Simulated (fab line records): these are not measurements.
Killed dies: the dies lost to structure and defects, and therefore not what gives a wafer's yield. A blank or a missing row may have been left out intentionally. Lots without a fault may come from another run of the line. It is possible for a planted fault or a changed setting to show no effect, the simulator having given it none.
Matching of chambers    flow nandHarc    4 sister chambers for NHARC_P_CONTACT_ETCH_36 on rieDiel-09
The step etches the open film in N2/H2, target depth 260 nm, time 406.25 s. 14 wafers are shown with their chamber, then 7 later ones without.

## EACH WAFER AND ITS CHAMBER
wafer   chamber  drypumpMotorCurrentA (A)  oesProductAu (a.u.)  rfVppV (V)
L249.3  1        6.1                       0.984                432.1
L249.5  1        6.1                       0.982                430.5
L249.6  2        5.3                       0.987                434.0
L250.2  3        6.0                       0.981                432.9
L250.3  2        5.3                       1.005                433.4
L250.6  0        6.0                       0.998                430.6
L251.1  0        6.0                       0.993                431.8
L251.4  1        6.0                       0.989                432.8
L251.6  0        6.0                       0.991                429.5
L253.3  0        6.0                       1.006                432.5
L253.4  0        6.0                       1.004                432.3
L253.5  3        6.0                       0.989                431.5
L265.2  2        5.3                       0.999                434.6
L265.5  3        5.9                       0.985                433.1

SIGNATURES, as means of the wafers listed above
reading               chamber 0  chamber 1  chamber 2  chamber 3  scatter within a chamber
drypumpMotorCurrentA  6.000      6.067      5.300      5.967      0.0365
oesProductAu          0.99840    0.98500    0.99700    0.98500    0.00632
rfVppV                431.340    431.800    434.000    432.500    1.07
Rule: for a wafer and a chamber, the distance is found by dividing, reading by reading, the gap between the wafer's reading and the chamber's mean by the reading's scatter, squaring, summing and taking the root. The wafer belongs to the nearest chamber; if the next one is less than 2 further off, it can't be placed. The scatter: take each reading less its chamber's mean, square it, sum over the shown wafers, divide by the number of wafers less the number of chambers, and take the root.

## WAFERS WITH NO CHAMBER GIVEN
wafer   drypumpMotorCurrentA (A)  oesProductAu (a.u.)  rfVppV (V)
L265.6  6.0                       1.000                430.0
L266.1  6.0                       1.014                431.8
L266.5  6.0                       1.004                432.9
L266.6  6.0                       1.009                432.2
L267.2  5.9                       0.992                433.3
L267.3  6.0                       1.006                431.3
L267.4  5.3                       1.003                434.7

## EACH ONE'S CHAMBER
wafer    from the rows above            in truth
L265.6   0                              0
L266.1   0                              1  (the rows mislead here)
L266.5   can't be placed: 0 or 3 or 1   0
L266.6   0                              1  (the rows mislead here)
L267.2   can't be placed: 3 or 0        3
L267.3   0                              0
L267.4   2                              2
3 of 7 placed correctly. From these rows, 2 cannot be placed; in 2 the true chamber is one of the candidates. Placed wrongly: 2.
